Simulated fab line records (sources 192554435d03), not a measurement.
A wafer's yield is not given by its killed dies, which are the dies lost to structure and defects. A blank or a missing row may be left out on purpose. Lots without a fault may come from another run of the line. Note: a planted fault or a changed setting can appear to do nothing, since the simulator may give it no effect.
8D (eight disciplines) problem report, filled in by code	flow n5_finfet	the parts of the form that need people (team, actions taken, sign-off) are left out

1. THE PROBLEM
Wafers free of any fault read 4.37 (standard deviation 0.08) for CJ_N at N5_BEOL_M4_RC_MEAS_101, against a mean of 5.02 on 9 wafers of 3 lots. Measured from the usual mean, that is +8.1 standard deviations.
Earliest sighting: wafer L573.1 on prober-02 at day 9 14:58. The record has a number at this step for 30 wafers belonging to 10 lots. By rule, "out" or "out of limits" means more than 4 standard deviations away from the usual mean. The rest of the wafers with a number are treated as sound.

2. WHAT IT IS; WHAT IT IS NOT
question	is	is not
which readings at this step	CJ_N	DIBL_N, DIBL_P, IOFF_N, IOFF_P, SS_N, SS_P, VT_N
which lots	L573, L574, L575	L570, L571, L585, L588, L589, L590, L591
which wafers of those lots	all that have a number	-
read on which gauges	prober-01, prober-02	-
when	from day 9 14:58	up to then (6 sound wafers); but 15 sound wafers of L585, L588, L589, L590, L591 came after

3. THE SUSPECTS, EACH WITH WHAT RULES IT OUT
Counting: a tool at a process step up to the reading stays a suspect if it ran every lot that is out and no sound lot after the first of them.
- the gauge at N5_BEOL_M4_RC_MEAS_101 is ruled out. 2 gauges (prober-01, prober-02) read the wafers that are out.
- implanter-01 at N5_WELL_APT_IMPLANT_32: ruled out as a lasting fault. After its first lot that is out, L573 (day 2 15:56), sound lots L585, L589, L590 ran on it.
Left after counting: nothing in the record.

4. THE CAUSE (what the simulator had put in)
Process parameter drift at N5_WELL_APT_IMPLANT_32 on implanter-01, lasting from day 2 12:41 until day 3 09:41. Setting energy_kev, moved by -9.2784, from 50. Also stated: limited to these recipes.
It was ruled out by counting, in error; the rule expects a fault to strike all lots run on its tool from its start on, and this fault did not.

5. THE CHAIN OF EFFECTS, in route order
Each row: a reading where the mean over the struck wafers with a number is more than 3 standard deviations away from the usual. Only readings whose record carries a usual standard deviation are examined. hours: median over the lots of the time between each lot's start at the first step of this table that gives one and its start at this step. sigmas: the change, counted in usual standard deviations.
hours	step	reading	usual	on struck wafers	change	sigmas
0	N5_WELL_APT_IMPLANT_32	beam_energy_keV	49.999	40.724	-9.275	-99 or more
166	N5_BEOL_M4_RC_MEAS_101	CJ_N	4.37	5.02	+0.65	+8.1
166	N5_BEOL_M4_RC_MEAS_101	RS_PWELL	3007 ohm/sq	3106	+99	+4.7
Process steps it contains:
- N5_WELL_APT_IMPLANT_32

6. WHAT WOULD HAVE CAUGHT IT SOONER
Counted from the fault's start at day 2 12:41, it took 170 hours until the first out-of-limits reading at a measuring or inspecting step in this record, taken at day 9 14:58.
Tool's own readings at N5_WELL_APT_IMPLANT_32, beam_energy_keV: out on all struck wafers the step has rows for; an alarm limit on them would have tripped on the first.
